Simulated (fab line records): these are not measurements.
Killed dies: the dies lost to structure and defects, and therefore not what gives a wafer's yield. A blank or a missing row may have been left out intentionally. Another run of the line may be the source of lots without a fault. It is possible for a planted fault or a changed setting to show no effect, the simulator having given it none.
Struck lot and sound lot, side by side ; flow n5-finfet ; 14 out of 1938 route steps
Sound: these wafers, L359.2, L359.3, L359.4. Struck: wafers L367.5, L367.6. (L367.2 of the same lot was not struck and is left out.) The cause comes at the end.
Per side, at each step with rows, come the tool, then ch with its chambers, and then its first start. Under that, the readings that differ: sound wafers ; struck wafers ; difference of the means ; sigmas: that difference in standard deviations of wafers without a fault.
alike: a reading whose means differ by less than 2 such deviations, as well as words and numbers matching on both sides. not compared: withheld readings; readings where some wafer has no value; bounds like >300 that might hide an equal value; numbers whose values overlap and for which the record gives no deviation.
The two part at a step that has a row with sigmas, a row that says differs or no value, or rows on one side only. Numbers that don't overlap but have no deviation are shown without sigmas and don't part them. Lack of a reading on every wafer of one side parts them only where that side has two or more wafers.

first, 1 step without rows for these wafers: N5_ILD0_CURE_02 (time 1800 s).
N5_ILD0_CMP_03: polishes, stops on SiNx, t overpolish 1.9 s, target thk 197.38 nm.
  sound on cmp-04 ch 0,1,3, day 4 12:17; struck on cmp-03 ch 1,2, day 6 16:12
reading;sound;struck;difference;sigmas
time-to-endpoint-s (s);72 74 72;58 63;-12;-2
  alike: motor-current-A, overpolish-run-s
N5_ILD0_THK_MEAS_04:
  sound on film-metro-01, day 4 12:35; struck on film-metro-02, day 6 16:23
  alike: thk-nm
N5_ILD0_CMP_07: polishes SiO2 flowable, stops on poly-Si, t overpolish 1.18 s, target thk 138.88 nm.
  sound on cmp-03 ch 1,2,3, day 4 12:37; struck on cmp-04 ch 0,3, day 6 16:31
  alike: motor-current-A
N5_ILD0_THK_MEAS_08:
  sound on film-metro-01, day 4 12:55; struck on film-metro-01, day 6 16:42
reading;sound;struck;difference;sigmas
thk-nm (nm);135.7 136.2 137.4;140.5 140.0;+3.8;+3
then, 1 step without rows for these wafers: N5_ILD0_PRECLEAN_10 (cleans in NF3:NH3, afs cycles 5, time 20 s, sublimation time 60 s).
N5_ILD0_ALD_15: deposits SiNx, target thk 24 nm, pulse time 1 s, ald cycles 480.
  sound on ald-sin-04 ch 0,1,2, day 4 14:14; struck on ald-sin-01 ch 1,2, day 6 18:31
  alike: heater-power-w, precursor-pulse-height-rel
N5_ILD0_CMP_12: polishes SiNx, stops on poly-Si, t overpolish 6 s, target thk 17.67 nm.
  sound on cmp-03 ch 0,1,2, day 4 16:26; struck on cmp-03 ch 2,3, day 6 19:42
  alike: motor-current-A, overpolish-run-s, time-to-endpoint-s
N5_ILD0_THK_MEAS_13:
  sound on film-metro-01, day 4 16:44; struck on film-metro-01, day 6 19:55
  alike: thk-nm
N5_ILD0_INSPECT_06: inspects for defects (darkfield).
  sound on defect-inspect-01, day 4 16:46; struck on defect-inspect-01, day 6 19:56
  alike: raw-defect-count
N5_SDB_HM_DEP_00: deposits SiNx from SiH4/NH3/N2, target thk 40 nm, time 35.3 s.
  sound on pecvd-04 ch 0,1,2, day 4 16:48; struck on pecvd-02 ch 0,1, day 6 19:59
  alike: heater-power-w, showerhead-plenum-p-Torr, throttle-valve-pct
then, 1 step without rows for these wafers: N5_SDB_COAT_03 (time 60 s, resist thk 100 nm).
N5_SDB_COAT_04: time 60 s, resist thk 18 nm.
  sound on litho-track-02 ch 0, day 4 16:53; struck on litho-track-01 ch 0, day 6 20:04
reading;sound;struck;difference;sigmas
run-length-s (s);66.17 66.16 66.19;70.50 70.44;+4.30;+31
then, 1 step without rows for these wafers: N5_SDB_COAT_05 (resist thk 90 nm).

== WHERE THEY PART ==
Last at N5_SDB_COAT_04 as far as this record goes, first at N5_ILD0_CMP_03.

WHY: the cause the simulator had injected
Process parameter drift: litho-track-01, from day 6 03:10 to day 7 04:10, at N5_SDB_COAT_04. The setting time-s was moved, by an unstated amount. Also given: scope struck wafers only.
